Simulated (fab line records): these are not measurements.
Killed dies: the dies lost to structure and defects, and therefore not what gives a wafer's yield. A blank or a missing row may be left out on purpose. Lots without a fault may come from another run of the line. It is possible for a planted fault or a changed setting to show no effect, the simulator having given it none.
fab line records | flow n5Finfet
record lots=13 wafers=34 lastDay=18
route steps=1938 shown MIM_TOP_LITHO@1848 MIM_BOT_LITHO@1862 PASSIVATION@1901
lots with no fault: from the same line, run without faults
startH: the number of hours between the record's first day and the start of the first shown wafer of the lot | waitH: time in hours since the lot's previous step | " same as the row above | L1.1+2: one row covering several wafers at once | - value missing, or start not given | * or withheld: withheld | < > ~ a bound
route shown NAME@n: NAME is a module with steps in the file, n the number in the route of the first one | usual: mean/standard deviation taken from wafers without a fault | same: alike in all rows | chamber/n: place in a boat | sites: each site's reading | _std_site: how widely they spread, as a standard deviation | _edge_site: mean of outer sites minus mean of inner sites | radiusMm: for every site, how far away it sits from the centre of the wafer | mask NAME#n: copy n | behind: the last tool/chamber to shape the wafer | hold: reason for holding the lot/hours on hold/outcome of the hold | device: the n, p or np transistor that did not switch | end of line: at the end of the route, the tests of the same wafers | step lacking rows: just its recipe | killed: not the wafer's yield, but the dies lost to structure and defects at the first sort | map: a wafer's dies, marking killed ones x, the rest . and places with no die _
set.NAME: setting as actually run; set.NAME@STEP: the setting as run at that earlier step | model.NAME: the simulator's own value behind a step, which no gauge read
steps of the route over a sample of lots; a table a step, a row a wafer
services: a tool's chamber out of use, with start hour (startH, from the record's first day; less than 0 if before it), hours out, and reason
## steps
# step N5_MIM_TOP_LITHO_OVL_MEAS_11
# recipe pointsPerWafer=44
# usual MIM_TOP_OVL=-4/4.5
# columns lot.wafer tool chamber startH waitH MIM_TOP_OVL[nm]
L328.2 overlay-01 0 279.00 0.0 -4
L328.5 " 0 " " -4
L329.1 overlay-02 0 283.10 0.0 -4
L329.6 " 0 " " -8
L330.2 overlay-02 0 289.69 0.0 2
L330.5 " 0 " " 0
L330.6 " 0 " " -2
L333.1 overlay-02 0 289.85 0.0 2
L333.3 " 0 " " 0
L332.1 overlay-02 0 294.46 0.0 -1
L332.6 " 0 " " -5
L334.3 overlay-01 0 309.80 0.0 3
L334.4 " 0 " " -11
L334.5 " 0 " " 1
L335.5 overlay-02 0 314.81 0.0 -2
L335.6 " 0 " " -4
L336.1 overlay-02 0 323.56 0.0 -6
L336.5 " 0 " " -5
L336.6 " 0 " " -5
L348.1 overlay-01 0 388.21 0.0 -7
L348.2 " 0 " " -3
L348.5 " 0 " " -11
L347.3 overlay-02 0 395.40 0.0 0
L347.4 " 0 " " -13
L347.5 " 0 " " -5
L350.1 overlay-02 0 395.57 0.0 -11
L350.2 " 0 " " -9
L350.6 " 0 " " 0
L349.1 overlay-01 0 409.61 0.0 6
L349.2 " 0 " " -7
L349.5 " 0 " " 1
L351.1 overlay-02 0 419.43 0.0 -4
L351.3 " 0 " " -8
L351.5 " 0 " " 1
# step N5_MIM_BOT_LITHO_CD_MEAS_08
# recipe targetCdNm=3000 landingEnergyEv=500 detector=seInlens polarity=opening
# usual cdNm=2998.5/2.3
# columns lot.wafer tool chamber startH waitH cdNm
L328.2 cdSem-03 0 279.92 - 2999.9
L328.5 " 0 " " 2998.2
L329.1 cdSem-03 0 283.96 - 2995.7
L329.6 " 0 " " 2998.4
L330.2 cdSem-02 0 290.40 - 2999.1
L330.5 " 0 " " 2997.7
L330.6 " 0 " " 2994.7
L333.1 cdSem-01 0 290.55 - 3001.0
L333.3 " 0 " " 2995.6
L332.1 cdSem-03 0 295.17 - 2997.6
L332.6 " 0 " " 3001.9
L334.3 cdSem-02 0 310.68 - 2999.5
L334.4 " 0 " " 2998.9
L334.5 " 0 " " 2997.1
L335.5 cdSem-01 0 315.52 - 2998.7
L335.6 " 0 " " 3001.2
L336.1 cdSem-03 0 324.51 - 2999.2
L336.5 " 0 " " 2997.2
L336.6 " 0 " " 2997.7
L348.1 cdSem-02 0 389.04 - 3000.3
L348.2 " 0 " " 2997.8
L348.5 " 0 " " 2995.8
L347.3 cdSem-02 0 396.24 - 3001.4
L347.4 " 0 " " 2997.7
L347.5 " 0 " " 2996.1
L350.1 cdSem-03 0 396.43 - 2999.6
L350.2 " 0 " " 2998.6
L350.6 " 0 " " 2997.4
L349.1 cdSem-03 0 410.36 - 3002.7
L349.2 " 0 " " 3000.4
L349.5 " 0 " " 2996.3
L351.1 cdSem-01 0 420.48 - 2996.8
L351.3 " 0 " " 3001.5
L351.5 " 0 " " 3001.2
# step N5_MIM_BOT_LITHO_DESCUM_10
# recipe chemistry=O2 timeS=7.9 sourcePowerW=50 biasPowerW=20 pressureMtorr=20 rfFrequencyHz=2.712e+07 tempC=40 o2FlowSccm=225
# usual drypumpMotorCurrentA=5.9/0.52 oesProductAu=0.81/0.078 rfVppV=243.5/1.3 showerheadPlenumPTorr=2.12/0.061 throttleValvePct=20.4/0.35
# columns lot.wafer tool chamber startH waitH drypumpMotorCurrentA oesProductAu rfHoursCounterH rfVppV showerheadPlenumPTorr throttleValvePct
L328.2 rieDiel-04 1 280.00 0.0 5.8 0.96 8 243.3 2.12 19.9
L328.5 " 3 " " 6.3 0.79 - 244.3 2.12 20.3
L329.1 rieDiel-04 1 284.05 0.0 5.8 0.96 9 243.0 2.12 19.9
L329.6 " 3 " " 6.3 0.79 - 241.7 2.12 20.3
L330.2 rieDiel-06 3 290.48 0.0 5.0 0.73 214 243.6 2.14 20.3
L330.5 " 1 " " 6.5 0.81 - 244.2 2.19 20.3
L330.6 " 2 " " 5.9 0.89 - 241.8 2.03 20.0
L333.1 rieDiel-04 0 290.64 0.0 5.0 0.81 86 241.8 2.06 21.0
L333.3 " 3 " " 6.3 0.78 117 244.3 2.12 20.3
L332.1 rieDiel-04 1 295.25 0.0 5.8 0.96 13 244.3 2.12 19.9
L332.6 " 1 " " 5.8 0.95 - 244.8 2.12 19.9
L334.3 rieDiel-04 0 311.27 0.5 4.9 0.81 93 242.9 2.06 21.0
L334.4 " 3 " " 6.3 0.78 123 244.4 2.12 20.3
L334.5 " 2 " " 6.3 0.77 - 244.1 2.21 20.6
L335.5 rieDiel-04 0 315.64 0.1 5.0 0.80 - 241.9 2.06 21.0
L335.6 " 1 " " 5.8 0.93 - 241.9 2.12 19.9
L336.1 rieDiel-06 1 324.67 0.1 6.5 0.79 102 244.2 2.18 20.3
L336.5 " 3 " " 5.0 0.71 - 244.6 2.14 20.3
L336.6 " 2 " " 5.9 0.87 - 241.7 2.03 20.0
L348.1 rieDiel-05 1 389.50 0.4 5.8 0.69 230 244.0 2.18 21.2
L348.2 " 3 " " 5.9 0.89 25 243.1 2.14 19.9
L348.5 " 3 " " 5.8 0.90 - 243.5 2.14 19.9
L347.3 rieDiel-06 2 396.33 0.0 5.9 0.82 81 243.1 2.02 20.1
L347.4 " 0 " " 6.4 0.93 - 245.3 2.15 20.4
L347.5 " 1 " " 6.5 0.75 - 244.5 2.17 20.3
L350.1 rieDiel-06 0 396.52 0.0 6.3 0.92 13 244.7 2.15 20.4
L350.2 " 2 " " 5.9 0.82 81 241.4 2.02 20.1
L350.6 " 0 " " 6.3 0.92 - 243.2 2.15 20.4
L349.1 rieDiel-06 1 410.44 0.0 6.5 0.75 141 244.4 2.17 20.3
L349.2 " 3 " " 5.0 0.97 5 243.8 2.13 20.0
L349.5 " 2 " " 5.9 0.84 - 242.5 2.01 20.1
L351.1 rieDiel-05 3 420.65 0.1 5.8 0.87 38 242.8 2.13 19.9
L351.3 " 1 " " 5.8 0.68 242 244.3 2.17 21.2
L351.5 " 2 " " 5.4 0.75 - 242.5 1.99 20.2
# step N5_PASSIVATION_EXPOSE_27
# recipe maskId=PAD na=0.55 sourceShape=conventional sigmaOuter=0.8 polarization=unpolarized defocusNm=0 doseMj=32.3
# columns lot.wafer tool chamber startH waitH mask
L328.2+5 krfScanner-01 0 282.83 - PAD#0
L329.1+6 krfScanner-02 0 289.04 - PAD#0
L333.1+3 krfScanner-02 0 293.49 - PAD#0
L330.2+5+6 krfScanner-01 0 293.78 - PAD#0
L332.1+6 krfScanner-01 0 299.60 - PAD#0
L334.3+4+5 krfScanner-02 0 315.79 - PAD#0
L335.5+6 krfScanner-02 0 319.64 - PAD#0
L336.1+5+6 krfScanner-02 0 330.11 - PAD#0
L348.1+2+5 krfScanner-01 0 394.48 - PAD#0
L350.1+2+6 krfScanner-01 0 400.47 - PAD#0
L347.3+4+5 krfScanner-01 0 402.08 - PAD#0
L349.1+2+5 krfScanner-02 0 413.71 - PAD#0
L351.1+3+5 krfScanner-02 0 426.26 - PAD#0
# step N5_PASSIVATION_CD_MEAS_30
# recipe targetCdNm=4000 landingEnergyEv=500 detector=seInlens polarity=opening
# usual cdNm=4000.8/2.4
# columns lot.wafer tool chamber startH waitH cdNm
L328.2 cdSem-03 0 283.00 - 3997.0
L328.5 " 0 " " 4000.1
L329.1 cdSem-02 0 289.22 - 4001.0
L329.6 " 0 " " 3998.1
L333.1 cdSem-01 0 293.66 - 3996.1
L333.3 " 0 " " 4000.9
L330.2 cdSem-01 0 293.96 - 4003.2
L330.5 " 0 " " 4000.6
L330.6 " 0 " " 3999.6
L332.1 cdSem-03 0 299.78 - 4000.0
L332.6 " 0 " " 4001.2
L334.3 cdSem-02 0 315.95 - 3999.7
L334.4 " 0 " " 3994.8
L334.5 " 0 " " 4000.5
L335.5 cdSem-03 0 319.80 - 3996.5
L335.6 " 0 " " 4040.6
L336.1 cdSem-02 0 330.28 - 4035.2
L336.5 " 0 " " 4001.5
L336.6 " 0 " " 4036.9
L348.1 cdSem-03 0 394.66 - 3996.6
L348.2 " 0 " " 4002.1
L348.5 " 0 " " 4001.5
L350.1 cdSem-03 0 400.65 - 3998.8
L350.2 " 0 " " 4004.4
L350.6 " 0 " " 4002.1
L347.3 cdSem-01 0 402.25 - 4001.3
L347.4 " 0 " " 4000.8
L347.5 " 0 " " 3999.7
L349.1 cdSem-02 0 413.88 - 3999.8
L349.2 " 0 " " 4005.3
L349.5 " 0 " " 3999.8
L351.1 cdSem-01 0 426.43 - 4002.5
L351.3 " 0 " " 3998.9
L351.5 " 0 " " 4002.1
# step N5_PASSIVATION_PROBE_49
# usual defectLimitedYield=91.3/1.4 killed_at_M0_to_M3=33/9.9 killed_at_M4_up=15/5.6 killedAtContacts=13/5.7 killedAtFrontEnd=38/12 killedAtOther=4/3.1 killedDies=103/17 killedOpen=66/13 killedShort=32/7.8 sort_bin_4_leakage=0.02/0.16 sort_bin_5_function=5.1/0.95 sort_bin_6_memory=3.2/0.68 sort_bin_8_speed=0.02/0.22 sortNPass=1077/17 sortYieldPct=91.3/1.5
# same grossDies=1180 killedAtBackSide=0
# columns lot.wafer tool chamber startH waitH defectLimitedYield[%] killed_at_M0_to_M3 killed_at_M4_up killedAtContacts killedAtFrontEnd killedAtOther killedDies killedOpen killedShort sort_bin_4_leakage[%] sort_bin_5_function[%] sort_bin_6_memory[%] sort_bin_8_speed[%] sortNPass sortYieldPct[%]
L336.1 prober-01 - 335.18 0.0 93.1 26 15 11 27 2 81 51 25 0 3.9 2.5 0 1099 93.1
L336.5 prober-01 - 335.38 0.2 91.1 38 17 13 20 17 105 70 33 0 5.4 3.5 0 1075 91.1
L336.6 prober-01 - 335.43 0.3 92.7 27 13 8 31 7 86 49 28 0 3.8 2.6 0 1094 92.7
# killed by level:class
L336.1 BEOL_M0_SAQP:geometricParticle:open=7 STI_FIN_REVEAL:geometricParticle:open=7 MOL_CONTACT_COAG:geometricParticle:open=7 FIN_SAQP:geometricParticle:open=6 BEOL_M3:geometricParticle:open=6 GATE_CUT:geometricParticle:short=5 BEOL_M2:geometricParticle:open=4 BEOL_M6:geometricParticle:open=4
L336.5 BEOL_M3:geometricParticle:open=14 MOL_CONTACT_COAG:geometricParticle:open=11 BEOL_M4:geometricParticle:open=7 BEOL_M0_SAQP:geometricParticle:open=7 MIM_TOP_ETCH:geometricParticle:short=7 BEOL_M2:geometricParticle:open=7 BEOL_M0_SAQP:geometricParticle:short=6 STI_FIN_REVEAL:geometricParticle:open=5
L336.6 BEOL_M3:geometricParticle:open=7 HKMG_FIN:areaEtch=7 MOL_CONTACT_COAG:geometricParticle:open=6 FIN_SAQP:geometricParticle:short=5 STI_FIN_REVEAL:geometricParticle:open=5 BEOL_M1:geometricParticle:open=5 BEOL_M4:geometricParticle:open=5 ILD0:geometricParticle:short=3
## services
# columns tool chamber startH hours kind
rieDiel-06 0 268.22 15.3 repair
krfScanner-01 - 274.27 1.3 pm
krfScanner-01 - 275.57 4.4 pm
krfScanner-02 - 279.95 1.0 pm
krfScanner-02 0 290.97 - calibration
krfScanner-01 0 292.04 - calibration
rieDiel-06 2 293.88 4.3 repair
rieDiel-05 2 297.03 9.6 repair
rieDiel-06 2 304.45 10.4 repair
krfScanner-02 - 318.30 0.8 pm
krfScanner-02 - 320.17 0.3 repair
krfScanner-02 - 324.16 1.3 pm
krfScanner-02 - 327.39 0.8 repair
rieDiel-06 0 336.64 - clean
rieDiel-06 0 336.64 - consumableReplace:focusRing
rieDiel-06 0 336.64 35.3 scheduledDown
rieDiel-06 0 336.64 35.3 ventCycle
krfScanner-01 - 339.20 1.0 pm
rieDiel-05 3 369.28 14.3 repair
rieDiel-04 - 377.54 14.6 pm
krfScanner-01 - 378.25 0.8 pm
rieDiel-06 3 380.27 - clean
rieDiel-06 3 380.27 - consumableReplace:focusRing
krfScanner-01 - 425.30 1.3 pm
## key
firstSign step=N5_PASSIVATION_CD_MEAS_30 reading=cdNm direction=up sigmas=16 usual=4000.8 struck=4037.6
effect none on later readings
metAt N5_PASSIVATION_EXPOSE_27
struckLots L335,L336
struckWafers L335.6,L336.1,L336.6
notActingAt N5_MIM_TOP_LITHO_OVL_MEAS_11,N5_MIM_BOT_LITHO_CD_MEAS_08,N5_MIM_BOT_LITHO_DESCUM_10
onsetBetween 315.79 319.64
fault kind=processParameterDrift tool=krfScanner-02 chamber=- onsetH=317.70 steps=N5_PASSIVATION_EXPOSE_27 channel=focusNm offset=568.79 shape=step endH=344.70 scope=struckWafersOnly
